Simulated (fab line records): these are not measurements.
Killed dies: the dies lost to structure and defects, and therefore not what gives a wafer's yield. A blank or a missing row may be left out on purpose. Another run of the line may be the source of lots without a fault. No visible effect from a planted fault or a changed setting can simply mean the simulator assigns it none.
fab line records	flow n5_finfet
record lots=8	wafers=21	last_day=18
route steps=1938 shown BEOL_M11@1572 BEOL_M15@1830 PASSIVATION@1936
lots that met no fault: taken from a fault-free run of the same line
start_h: hours from the record's opening day to when the first of the lot's shown wafers began	wait_h: how many hours have passed since the lot's step before this one	" the same as in the row above	L1.1+2: a row that stands for several wafers	- value missing, or start not given	* or withheld: withheld	< > ~ a bound
route shown NAME@n: names a module that has steps shown in the file, with the first one's number in the route	usual: mean and standard deviation over wafers with no fault	same: alike in all rows	chamber/n: place in a boat	sites: each site's reading	_std_site: the standard deviation of these	_edge_site: the outer-site mean with the inner-site mean subtracted	radius_mm: how far each site lies from the wafer's centre	mask NAME#n: copy n	behind: the most recent tool/chamber to have shaped the wafer	hold: why the lot went on hold/how many hours it stayed there/how the hold came to an end	device: the transistor (n, p or np) that didn't switch	end of line: tests run on the same wafers once the route is complete	for a step that has no rows: nothing shown but its recipe	killed: dies lost to structure and defects at the first sort, not the wafer's yield	map: shows each die of a wafer: x if killed, . if not, _ if none is there
set.NAME: the run value of the setting; set.NAME@STEP: its run value at that earlier step	model.NAME: the simulator's own value behind a step, which no gauge read
one table for each step of the route and one row for each wafer, over a sample of lots
services: when a tool's chamber went out of use (start_h, in hours from the record's first day, below 0 if earlier), for how many hours, and the reason
## steps
# step N5_BEOL_M11_ETCH_65
# recipe chemistry=CF4	target=SiARC	target_depth_a=390	mask_material=CAR-ArF	time_s=65	ion_energy_ev=80	pressure_mtorr=40	source_w=545	bias_w=36	Ar_flow_sccm=100	cf4_flow_sccm=100	ends=cleared
# usual chamber_pressure_mTorr=40.00/0.036	drypump_motor_current_A=5.7/0.39	etch_rf_on_time_s=65.2/1.2	oes_product_au=0.68/0.055	rf_vpp_V=184.1/1	showerhead_plenum_p_Torr=2.15/0.044	throttle_valve_pct=15.61/0.2
lot.wafer	tool	chamber	start_h	wait_h	chamber_pressure_mTorr	drypump_motor_current_A	etch_rf_on_time_s	oes_product_au	rf_hours_counter_h	rf_vpp_V	showerhead_plenum_p_Torr	throttle_valve_pct
L246.2	rie_diel-05	0	279.01	0.0	39.99	6.2	66.2	0.62	203	185.4	2.20	15.92
L246.4	"	3	"	"	39.99	5.6	64.9	0.73	47	184.6	2.10	15.45
L246.5	"	0	"	"	39.99	6.2	66.1	0.61	-	183.9	2.20	15.93
L247.1	rie_diel-05	1	281.36	0.0	39.95	5.6	63.0	0.63	186	185.4	2.14	15.63
L247.4	"	0	"	"	39.99	6.1	65.8	0.61	204	185.1	2.20	15.93
L247.5	"	0	"	"	39.96	6.2	65.7	0.62	-	186.2	2.20	15.93
L250.2	rie_diel-04	1	291.87	0.0	39.90	5.3	63.9	0.75	44	183.1	2.08	15.33
L250.3	"	3	"	"	40.06	5.7	65.9	0.70	70	183.5	2.18	15.75
L250.5	"	2	"	"	39.97	6.4	63.5	0.72	-	183.7	2.18	15.73
L252.1	rie_diel-02	1	323.14	0.0	39.99	4.9	65.7	0.75	34	185.6	2.18	15.32
L252.3	"	2	"	"	40.00	5.5	66.2	0.62	200	182.6	2.13	15.57
L252.4	"	1	"	"	40.03	4.9	66.5	0.75	-	185.5	2.18	15.30
L259.4	rie_diel-04	0	346.94	0.0	40.01	5.9	64.0	0.63	186	183.5	2.12	15.52
L259.6	"	3	"	"	40.02	5.7	65.8	0.69	-	184.4	2.18	15.78
L258.3	rie_diel-04	0	363.03	0.0	39.98	5.9	63.4	0.63	191	183.3	2.12	15.53
L258.6	"	1	"	"	40.04	5.3	63.9	0.72	-	182.2	2.07	15.38
L261.4	rie_diel-05	1	377.95	0.0	40.00	5.6	63.3	0.60	215	184.1	2.12	15.69
L261.6	"	0	"	"	39.98	6.2	66.2	0.59	-	185.7	2.19	15.99
L263.1	rie_diel-02	0	381.45	0.0	39.93	5.4	65.6	0.72	57	186.3	2.26	15.30
L263.2	"	1	"	"	40.06	4.9	66.5	0.73	54	183.2	2.17	15.35
L263.3	"	3	"	"	40.00	5.1	67.3	0.56	229	183.2	2.20	15.96
# step N5_BEOL_M11_VIA_ETCH_34
# recipe chemistry=C4F6/O2	target=SiCOH_lowk	target_depth_a=1845	mask_material=SOC	taper_deg=4	time_s=69.2	ion_energy_ev=250	pressure_mtorr=30	source_w=345	bias_w=185	Ar_flow_sccm=300	C4F6_flow_sccm=10	O2_flow_sccm=10
# usual chamber_pressure_mTorr=29.997/0.028	drypump_motor_current_A=5.7/0.39	oes_product_au=0.79/0.065	rf_vpp_V=668/7.4	showerhead_plenum_p_Torr=2.86/0.057	throttle_valve_pct=20.93/0.21
lot.wafer	tool	chamber	start_h	wait_h	chamber_pressure_mTorr	drypump_motor_current_A	oes_product_au	rf_hours_counter_h	rf_vpp_V	showerhead_plenum_p_Torr	throttle_valve_pct
L246.2	rie_diel-05	0	279.19	0.0	30.043	6.2	0.71	203	671	2.94	21.26
L246.4	"	3	"	"	29.955	5.6	0.87	48	666	2.80	20.86
L246.5	"	0	"	"	29.963	6.2	0.71	-	670	2.94	21.26
L247.1	rie_diel-05	1	281.54	0.0	30.007	5.6	0.72	186	662	2.85	20.97
L247.4	"	0	"	"	30.010	6.2	0.72	204	670	2.94	21.25
L247.5	"	0	"	"	30.053	6.2	0.71	-	671	2.94	21.25
L250.2	rie_diel-04	1	292.05	0.0	30.044	5.3	0.86	44	671	2.76	20.67
L250.3	"	3	"	"	29.982	5.7	0.83	70	680	2.90	21.10
L250.5	"	2	"	"	30.003	6.4	0.83	-	674	2.89	21.04
L252.1	rie_diel-02	1	323.31	0.0	29.978	4.9	0.88	34	658	2.89	20.59
L252.3	"	2	"	"	29.936	5.6	0.70	200	662	2.81	20.67
L252.4	"	1	"	"	29.976	4.9	0.87	-	658	2.89	20.61
L259.4	rie_diel-04	0	347.11	0.0	30.021	5.9	0.73	186	658	2.84	20.86
L259.6	"	3	"	"	29.938	5.7	0.79	-	682	2.89	21.12
L258.3	rie_diel-04	0	363.20	0.0	30.017	5.9	0.73	191	657	2.84	20.88
L258.6	"	1	"	"	30.024	5.3	0.85	-	670	2.75	20.71
L261.4	rie_diel-05	1	378.12	0.0	30.008	5.6	0.71	215	660	2.83	21.01
L261.6	"	0	"	"	30.018	6.2	0.69	-	670	2.93	21.31
L263.1	rie_diel-02	0	381.63	0.0	30.010	5.4	0.85	57	671	3.00	20.54
L263.2	"	1	"	"	30.030	4.9	0.86	54	658	2.88	20.63
L263.3	"	3	"	"	29.985	5.1	0.67	229	675	2.94	21.26
# step N5_BEOL_M11_PRE_CLEAN_45
# recipe gas=H2/He	time_s=30	temp_c=250
# usual heater_power_w=328/37
lot.wafer	tool	chamber	start_h	wait_h	heater_power_w
L246.2	pvd_sputter-02	-	280.23	0.0	316
L246.4	"	-	"	"	423
L246.5	"	-	"	"	440
L247.1	pvd_sputter-03	-	282.40	0.0	348
L247.4	"	-	"	"	299
L247.5	"	-	"	"	355
L250.2	pvd_sputter-01	-	293.20	0.0	302
L250.3	"	-	"	"	329
L250.5	"	-	"	"	324
L252.1	pvd_sputter-03	-	324.21	0.0	302
L252.3	"	-	"	"	276
L252.4	"	-	"	"	349
L259.4	pvd_sputter-01	-	348.47	0.0	314
L259.6	"	-	"	"	320
L258.3	pvd_sputter-03	-	365.33	0.0	280
L258.6	"	-	"	"	304
L261.4	pvd_sputter-01	-	379.41	0.0	328
L261.6	"	-	"	"	321
L263.1	pvd_sputter-01	-	383.96	0.0	316
L263.2	"	-	"	"	374
L263.3	"	-	"	"	329
# step N5_BEOL_M11_ALD_74
# recipe material=TaN	target_thk_a=20	temp_c=275	ald_precursor_family=PDMAT	ald_co_reactant=NH3	pressure_torr=3	carrier_flow_sccm=1500	pulse_time_s=2	purge_time_s=3	co_reactant_purge_time_s=2	co_reactant_pulse_time_s=3	ald_cycles=40	precursor_vessel_temp_c=75	precursor_vessel_pressure_torr=26.25	precursor_vessel_carrier_sccm=1000
# usual ald_cycles=40/0	heater_power_w=422/39
lot.wafer	tool	chamber	start_h	wait_h	ald_cycles	heater_power_w
L246.2	ald_metal-04	1	280.31	0.1	40	438
L246.4	"	2	"	"	40	417
L246.5	"	1	"	"	40	442
L247.1	ald_metal-02	0	282.55	0.1	40	426
L247.4	"	1	"	"	40	379
L247.5	"	1	"	"	40	379
L250.2	ald_metal-03	0	293.26	0.0	40	377
L250.3	"	2	"	"	40	405
L250.5	"	2	"	"	40	401
L252.1	ald_metal-04	2	324.27	0.0	40	421
L252.3	"	0	"	"	40	402
L252.4	"	1	"	"	40	440
L259.4	ald_metal-04	2	348.55	0.1	29	425
L259.6	"	1	"	"	40	448
L258.3	ald_metal-04	0	365.40	0.0	29	393
L258.6	"	3	"	"	40	429
L261.4	ald_metal-04	0	379.50	0.1	29	399
L261.6	"	0	"	"	40	400
L263.1	ald_metal-02	3	384.04	0.1	40	506
L263.2	"	0	"	"	40	431
L263.3	"	2	"	"	40	429
# step N5_BEOL_M15_RC_MEAS_101
# usual COMB_M10=1.5e-11/3.1e-12	COMB_M11=1.5e-11/3.1e-12	COMB_M12=7e-12/1.3e-12	COMB_M13=5.5e-12/1e-12	COMB_M14=4.1e-12/7.1e-13	COMB_M15=3.2e-12/5.9e-13	COMB_M15_max_site=4.3e-12/8.2e-13	COMB_M5=3.7e-11/7.8e-12	COMB_M6=2.6e-11/5.1e-12	COMB_M7=2.5e-11/5.4e-12	COMB_M8=2.7e-11/5.7e-12	COMB_M9=1.5e-11/3e-12	SERP_M10=3.07/0.091	SERP_M11=3.10/0.076	SERP_M12=0.632/0.016	SERP_M13=0.310/0.0062	SERP_M14=0.159/0.0051	SERP_M14_max_site=0.160/0.0053	SERP_M5=38.9/1.7	SERP_M6=13.7/0.57	SERP_M6_max_site=14.3/0.64	SERP_M7=14.0/0.52	SERP_M8=13.6/0.59	SERP_M8_max_site=14.1/0.63	SERP_M9=3.08/0.082
lot.wafer	tool	chamber	start_h	wait_h	COMB_M10[S/m]	COMB_M11[S/m]	COMB_M12[S/m]	COMB_M13[S/m]	COMB_M14[S/m]	COMB_M15[S/m]	COMB_M15_max_site[S/m]	COMB_M5[S/m]	COMB_M6[S/m]	COMB_M7[S/m]	COMB_M8[S/m]	COMB_M9[S/m]	SERP_M10[ohm/um]	SERP_M11[ohm/um]	SERP_M12[ohm/um]	SERP_M13[ohm/um]	SERP_M14[ohm/um]	SERP_M14_max_site[ohm/um]	SERP_M5[ohm/um]	SERP_M6[ohm/um]	SERP_M6_max_site[ohm/um]	SERP_M7[ohm/um]	SERP_M8[ohm/um]	SERP_M8_max_site[ohm/um]	SERP_M9[ohm/um]
L246.2	prober-01	0	309.48	0.2	1.8e-11	1.7e-11	8.4e-12	5.5e-12	3.5e-12	3.3e-12	5.6e-12	4.2e-11	2.8e-11	2.9e-11	2.5e-11	1.2e-11	3.17	3.10	0.625	0.306	0.154	0.156	36.7	13.5	14.3	15.1	13.5	13.9	3.15
L246.4	"	0	"	"	1.3e-11	1.3e-11	5.4e-12	4.7e-12	3.8e-12	3.6e-12	4e-12	3.6e-11	1.9e-11	2.3e-11	3e-11	1.2e-11	3.09	3.19	0.654	0.317	0.155	0.156	39.4	13.5	14.4	13.1	13.3	13.9	3.15
L246.5	"	0	"	"	1.9e-11	1.7e-11	6.4e-12	6.2e-12	4.2e-12	3.2e-12	3.8e-12	3.6e-11	2.3e-11	2.8e-11	3.1e-11	1.1e-11	3.15	3.11	0.630	0.310	0.164	0.165	38.9	13.2	13.6	14.2	13.8	14.5	3.14
L247.1	prober-01	0	316.77	0.0	1.4e-11	2.1e-11	6.2e-12	6.1e-12	5e-12	4.1e-12	4.5e-12	3.4e-11	3.4e-11	3.3e-11	3.3e-11	1.3e-11	3.13	3.08	0.650	0.305	0.157	0.159	36.2	12.9	13.6	13.4	13.1	13.5	3.12
L247.4	"	0	"	"	1.4e-11	2e-11	5.6e-12	7e-12	4.1e-12	2.9e-12	4.1e-12	4.6e-11	1.9e-11	3e-11	3e-11	1.2e-11	3.10	3.22	0.632	0.310	0.157	0.160	37.2	12.6	13.3	13.9	13.1	13.7	3.17
L247.5	"	0	"	"	1.9e-11	1.6e-11	6.6e-12	5.8e-12	4.3e-12	3.3e-12	3.7e-12	5.2e-11	2.3e-11	2.1e-11	2.9e-11	1.1e-11	3.01	3.21	0.638	0.319	0.156	0.157	36.6	12.8	13.2	13.8	13.6	14.1	3.10
L250.2	prober-01	0	320.55	0.2	1e-11	1.6e-11	6.4e-12	5.9e-12	3.5e-12	3.5e-12	4.5e-12	2.7e-11	2e-11	2.3e-11	3e-11	1.1e-11	2.99	3.01	0.600	0.308	0.155	0.157	40.1	13.7	14.2	14.3	14.6	15.2	3.17
L250.3	"	0	"	"	1.1e-11	1.3e-11	5.9e-12	5.3e-12	4.7e-12	3.1e-12	3.8e-12	4.7e-11	2.3e-11	2.4e-11	2.5e-11	1.5e-11	2.97	3.07	0.628	0.298	0.154	0.156	41.2	14.3	14.7	15.1	14.2	14.7	3.00
L250.5	"	0	"	"	1.1e-11	1.3e-11	8e-12	4.4e-12	4.1e-12	2.9e-12	3.5e-12	3.8e-11	2.4e-11	2.8e-11	2.3e-11	1.6e-11	3.03	3.00	0.630	0.305	0.168	0.170	40.4	13.5	14.0	14.0	13.0	13.7	3.08
L252.1	prober-02	0	351.12	0.0	1.9e-11	1.5e-11	6.5e-12	6.6e-12	5e-12	3.7e-12	4.6e-12	3.7e-11	2.2e-11	3e-11	3.4e-11	1.5e-11	3.27	3.14	0.624	0.303	0.157	0.159	41.2	12.9	13.9	14.3	14.2	14.7	3.00
L252.3	"	0	"	"	1.6e-11	1.3e-11	5.3e-12	5.9e-12	4.4e-12	2.4e-12	2.6e-12	3e-11	2.1e-11	3.3e-11	2.8e-11	1.4e-11	3.03	3.15	0.614	0.313	0.166	0.168	40.0	13.4	13.9	13.3	14.8	15.3	3.09
L252.4	"	0	"	"	1.5e-11	2e-11	4.9e-12	6.1e-12	4.2e-12	2.7e-12	3.6e-12	2.9e-11	1.8e-11	2.3e-11	3.4e-11	2e-11	3.09	2.90	0.637	0.316	0.155	0.156	38.0	14.5	15.1	13.6	14.1	14.8	3.13
L259.4	prober-01	0	373.25	0.5	1.3e-11	1.8e-11	6.1e-12	6.4e-12	4.1e-12	3.6e-12	5.2e-12	4.7e-11	3e-11	2.9e-11	2.5e-11	1.1e-11	3.15	3.05	0.615	0.315	0.163	0.166	44.7	13.3	13.9	13.6	14.4	15.2	3.05
L259.6	"	0	"	"	1.3e-11	1.4e-11	6.2e-12	6e-12	3.5e-12	3.4e-12	5e-12	6.8e-11	1.9e-11	1.7e-11	3e-11	1.9e-11	3.03	3.15	0.617	0.314	0.161	0.164	44.1	14.2	14.6	13.6	14.9	15.4	3.09
L258.3	prober-01	0	386.35	0.3	1.7e-11	2.8e-11	7.8e-12	6.1e-12	4.2e-12	3.8e-12	4.8e-12	3.5e-11	3.3e-11	2.5e-11	2.6e-11	1.5e-11	3.11	3.03	0.626	0.301	0.164	0.166	37.6	13.7	13.9	14.1	13.4	13.5	3.14
L258.6	"	0	"	"	1.3e-11	1.4e-11	8.2e-12	7.5e-12	4.5e-12	3.5e-12	4.2e-12	4e-11	2.4e-11	2.4e-11	1.9e-11	1.4e-11	3.17	3.22	0.620	0.307	0.164	0.167	37.8	13.1	13.5	14.5	13.2	14.2	3.06
L261.4	prober-02	0	402.23	0.5	2e-11	2.6e-11	5.5e-12	7.4e-12	4.8e-12	2.5e-12	4e-12	3.1e-11	2.8e-11	3e-11	2.3e-11	1.5e-11	3.02	2.83	0.648	0.303	0.153	0.156	38.3	13.3	13.8	13.4	13.6	14.2	3.25
L261.6	"	0	"	"	1.8e-11	1.9e-11	7.2e-12	4.9e-12	4.8e-12	2.9e-12	4.4e-12	2.7e-11	3.8e-11	2.4e-11	3.2e-11	1.6e-11	3.17	3.09	0.635	0.319	0.152	0.153	38.6	13.8	14.2	14.4	12.6	13.1	3.27
L263.1	prober-01	0	414.31	0.0	1.3e-11	2.2e-11	8.7e-12	7.4e-12	3.8e-12	3.9e-12	5.3e-12	3.1e-11	2.4e-11	2.1e-11	3.5e-11	1.7e-11	3.08	3.07	0.624	0.316	0.155	0.156	39.2	13.9	14.2	14.6	13.1	13.3	3.04
L263.2	"	0	"	"	1.7e-11	2.1e-11	5.6e-12	5.3e-12	4.9e-12	3.5e-12	4.3e-12	3.6e-11	2.8e-11	3.2e-11	2.9e-11	1.6e-11	3.20	3.03	0.637	0.316	0.164	0.167	40.0	14.5	15.2	14.5	13.1	13.6	3.01
L263.3	"	0	"	"	1.9e-11	1.6e-11	5.7e-12	6.5e-12	3.4e-12	3.8e-12	4.5e-12	4.8e-11	2.6e-11	2.3e-11	2.5e-11	1.5e-11	3.18	3.21	0.616	0.312	0.164	0.165	40.3	13.5	14.2	13.9	13.6	14.1	2.99
# sites COMB_M11 radius_mm=0,75,75,75,75,140,140,140,140
L246.2 2e-11 1.3e-11 1.9e-11 1.7e-11 1.6e-11 1.7e-11 1.8e-11 1.6e-11 1.4e-11
L247.1 2.6e-11 2.1e-11 2.1e-11 1.9e-11 2.3e-11 1.7e-11 1.7e-11 1.9e-11 2.3e-11
L250.2 1.6e-11 1.2e-11 1.5e-11 1.6e-11 1.6e-11 1.6e-11 2.3e-11 1.4e-11 1.8e-11
L252.1 1.4e-11 1.3e-11 1.1e-11 1.7e-11 1.5e-11 2.2e-11 1.9e-11 1e-11 1.7e-11
L259.4 1.4e-11 2.7e-11 1.7e-11 1.8e-11 2.8e-11 2.4e-11 1.8e-11 1.8e-11 2.6e-11
L258.3 3.3e-11 3e-11 2.8e-11 3.1e-11 2.5e-11 1.9e-11 2.8e-11 2.3e-11 2.9e-11
L261.4 2.5e-11 2.5e-11 2.6e-11 2.6e-11 2.7e-11 3.4e-11 2e-11 2.1e-11 2.9e-11
L263.1 2e-11 2.2e-11 2e-11 2e-11 2.5e-11 2.2e-11 2.2e-11 2.2e-11 2e-11
# step N5_PASSIVATION_PROBE_49
# usual defect_limited_yield=91.4/1.5	killed_at_M0_to_M3=34/10	killed_at_M4_up=15/6	killed_at_contacts=12/6	killed_at_front_end=37/11	killed_at_other=3.3/2.8	killed_dies=101/18	killed_open=66/14	killed_short=33/7.8	sort_bin_4_leakage=0/0	sort_bin_5_function=5.0/0.97	sort_bin_6_memory=3.2/0.72	sort_n_pass=1079/18	sort_yield_pct=91.4/1.5
# same gross_dies=1180	killed_at_back_side=0	sort_bin_8_speed[%]=0
lot.wafer	tool	chamber	start_h	wait_h	defect_limited_yield[%]	killed_at_M0_to_M3	killed_at_M4_up	killed_at_contacts	killed_at_front_end	killed_at_other	killed_dies	killed_open	killed_short	sort_bin_4_leakage[%]	sort_bin_5_function[%]	sort_bin_6_memory[%]	sort_n_pass	sort_yield_pct[%]
L247.1	prober-02	-	330.86	0.0	91.4	27	23	16	35	1	102	76	23	0	4.6	3.9	1078	91.4
L247.4	prober-02	-	331.01	0.2	92.2	32	13	18	24	5	92	71	20	0	4.4	3.1	1088	92.2
L247.5	prober-02	-	331.06	0.2	92.5	33	12	18	25	1	89	66	22	0	4.5	2.7	1091	92.5
L250.3	prober-01	-	333.97	0.1	93.9	37	7	9	18	1	72	49	23	0	3.3	2.5	1108	93.9
L252.1	prober-02	-	365.83	0.0	89.9	42	12	11	53	1	119	78	41	0	5.0	4.8	1061	89.9
L252.3	prober-02	-	365.93	0.1	91.9	38	17	5	35	0	95	58	37	0	4.6	3.1	1085	91.9
L252.4	prober-02	-	365.98	0.2	90.8	30	9	3	63	3	108	70	38	0	5.1	3.3	1072	90.8
L259.4	prober-02	-	386.01	0.2	90.0	36	13	25	37	7	118	70	48	0	5.8	3.5	1062	90.0
L259.6	prober-02	-	386.11	0.3	90.1	30	14	13	57	3	117	80	37	0	5.5	4.1	1063	90.1
L258.3	prober-01	-	400.76	0.1	93.1	20	6	14	41	1	82	47	24	0.08	3.8	1.9	1098	93.1
L258.6	prober-01	-	400.91	0.3	89.6	35	16	27	43	2	123	76	40	0	5.5	4.0	1057	89.6
L261.4	prober-02	-	418.10	0.2	92.5	41	13	4	28	2	88	47	40	0.08	4.2	3.0	1092	92.5
L261.6	prober-02	-	418.20	0.3	93.2	29	10	8	28	5	80	53	27	0	4.1	2.3	1100	93.2
# killed by level:class
L247.1 MOL_CONTACT_COAG:geometric_particle:open=15 DUMMY_GATE:geometric_particle:open=10 BEOL_M4:geometric_particle:open=10 GATE_CUT:geometric_particle:short=5 BEOL_M0_SAQP:geometric_particle:short=5 BEOL_M2:geometric_particle:open=5 FIN_SAQP:geometric_particle:open=4 BEOL_M0_SAQP:geometric_particle:open=4
L247.4 MOL_CONTACT_COAG:geometric_particle:open=16 BEOL_M1:geometric_particle:open=7 BEOL_M2:geometric_particle:open=7 STI_FIN_REVEAL:geometric_particle:open=6 BEOL_M0_SAQP:geometric_particle:short=6 BEOL_M4:geometric_particle:open=6 FIN_SAQP:geometric_particle:open=5 BEOL_M0_SAQP:geometric_particle:open=5
L247.5 MOL_CONTACT_COAG:geometric_particle:open=16 BEOL_M1:geometric_particle:open=8 BEOL_M0_SAQP:geometric_particle:open=7 BEOL_M4:geometric_particle:open=5 BEOL_M3:geometric_particle:open=5 GATE_CUT:geometric_particle:open=4 GATE_CUT:geometric_particle:short=4 BEOL_M0_SAQP:geometric_particle:short=4
L250.3 MOL_CONTACT_COAG:geometric_particle:open=7 BEOL_M3:geometric_particle:short=7 BEOL_M2:geometric_particle:open=6 BEOL_M3:geometric_particle:open=6 STI_FIN_REVEAL:geometric_particle:open=5 BEOL_M0_SAQP:geometric_particle:open=5 BEOL_M0_SAQP:geometric_particle:short=5 BEOL_M1:geometric_particle:open=5
L252.1 FIN_SAQP:geometric_particle:short=12 FIN_SAQP:geometric_particle:open=11 DUMMY_GATE:geometric_particle:open=11 MOL_CONTACT_COAG:geometric_particle:open=11 BEOL_M0_SAQP:geometric_particle:open=11 BEOL_M3:geometric_particle:open=9 BEOL_M0_SAQP:geometric_particle:short=6 BEOL_M0:geometric_particle:short=5
L252.3 BEOL_M4:geometric_particle:open=10 FIN_SAQP:geometric_particle:short=9 BEOL_M0_SAQP:geometric_particle:open=9 BEOL_M3:geometric_particle:open=7 BEOL_M0_SAQP:geometric_particle:short=5 BEOL_M0:geometric_particle:open=5 DUMMY_GATE:geometric_particle:short=4 DUMMY_GATE:geometric_particle:open=4
L252.4 FIN_SAQP:geometric_particle:short=15 FIN_SAQP:geometric_particle:open=14 DUMMY_GATE:geometric_particle:open=12 BEOL_M0_SAQP:geometric_particle:open=8 STI_FIN_REVEAL:geometric_particle:open=5 BEOL_M0:geometric_particle:open=5 BEOL_M4:geometric_particle:open=5 BEOL_M1:geometric_particle:open=4
L259.4 MOL_CONTACT_COAG:geometric_particle:open=21 BEOL_M0_SAQP:geometric_particle:short=13 BEOL_M4:geometric_particle:open=10 GATE_CUT:geometric_particle:short=9 BEOL_M0_SAQP:geometric_particle:open=7 FIN_SAQP:geometric_particle:open=5 STI_FIN_REVEAL:geometric_particle:open=5 FIN_SAQP:geometric_particle:short=4
L259.6 FIN_SAQP:geometric_particle:open=18 MOL_CONTACT_COAG:geometric_particle:open=10 BEOL_M0_SAQP:geometric_particle:open=9 GATE_CUT:geometric_particle:short=9 BEOL_M3:geometric_particle:open=9 FIN_SAQP:geometric_particle:short=6 STI_FIN_REVEAL:geometric_particle:open=6 BEOL_M0_SAQP:geometric_particle:short=5
L258.3 MOL_CONTACT_COAG:geometric_particle:open=12 HKMG_FIN:area_etch=10 FIN_SAQP:geometric_particle:open=7 BEOL_M2:geometric_particle:open=6 FIN_SAQP:geometric_particle:short=5 ILD0:geometric_particle:open=5 BEOL_M0_SAQP:geometric_particle:open=4 BEOL_M1:geometric_particle:open=4
L258.6 MOL_CONTACT_COAG:geometric_particle:open=18 FIN_SAQP:geometric_particle:open=11 MOL_CONTACT_COAG:geometric_particle:short=9 FIN_SAQP:geometric_particle:short=8 BEOL_M1:geometric_particle:open=7 BEOL_M0_SAQP:geometric_particle:short=7 HKMG_FIN:area_etch=7 BEOL_M2:geometric_particle:open=6
L261.4 BEOL_M0_SAQP:geometric_particle:short=18 BEOL_M0_SAQP:geometric_particle:open=17 FIN_SAQP:geometric_particle:open=8 GATE_CUT:geometric_particle:short=6 MOL_CONTACT_COAG:geometric_particle:open=4 BEOL_M4:geometric_particle:short=4 STARTING-WAFER:geometric_particle:short=4 DUMMY_GATE:geometric_particle:open=3
L261.6 FIN_SAQP:geometric_particle:open=7 MOL_CONTACT_COAG:geometric_particle:open=7 BEOL_M0_SAQP:geometric_particle:open=7 BEOL_M2:geometric_particle:open=7 BEOL_M0_SAQP:geometric_particle:short=6 FIN_SAQP:geometric_particle:short=5 DUMMY_GATE:geometric_particle:open=4 STI_FIN_REVEAL:geometric_particle:open=3
## services
tool	chamber	start_h	hours	kind
rie_diel-02	3	264.08	11.4	repair
rie_diel-02	-	271.71	2.8	pm
ald_metal-03	-	272.48	2.8	pm
ald_metal-04	3	292.83	2.8	repair
rie_diel-02	-	300.28	4.0	repair
rie_diel-02	0	322.58	9.6	repair
ald_metal-04	3	329.48	2.8	repair
rie_diel-04	1	330.34	2.0	repair
pvd_sputter-03	-	332.92	11.1	repair
ald_metal-02	-	335.70	0.9	repair
ald_metal-03	-	336.74	8.7	pm
rie_diel-02	-	337.47	0.7	repair
pvd_sputter-02	-	346.78	6.9	repair
rie_diel-05	3	351.34	12.4	repair
ald_metal-03	0	359.40	-	clean
ald_metal-03	1	359.40	-	clean
ald_metal-03	2	359.40	-	clean
ald_metal-03	3	359.40	-	clean
## key
first_sign step=N5_BEOL_M11_ALD_74	reading=ald_cycles	direction=down	sigmas=99+	usual=*	struck=*
effect step=N5_BEOL_M15_RC_MEAS_101	reading=COMB_M11	direction=up	sigmas=2.8	usual=1.5e-11	struck=2.4e-11
met_at N5_BEOL_M11_ALD_74
struck_lots L258,L259,L261
struck_wafers L258.3,L259.4,L261.4
not_acting_at N5_BEOL_M11_ETCH_65,N5_BEOL_M11_VIA_ETCH_34,N5_BEOL_M11_PRE_CLEAN_45
onset_between 324.27 348.55
fault kind=process_parameter_drift	tool=ald_metal-04	chamber=-	onset_h=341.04	steps=N5_BEOL_M11_ALD_74	channel=ald_cycles	offset=*	shape=step	end_h=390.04	scope=struck_wafers_only	acts_in=*	stated=*
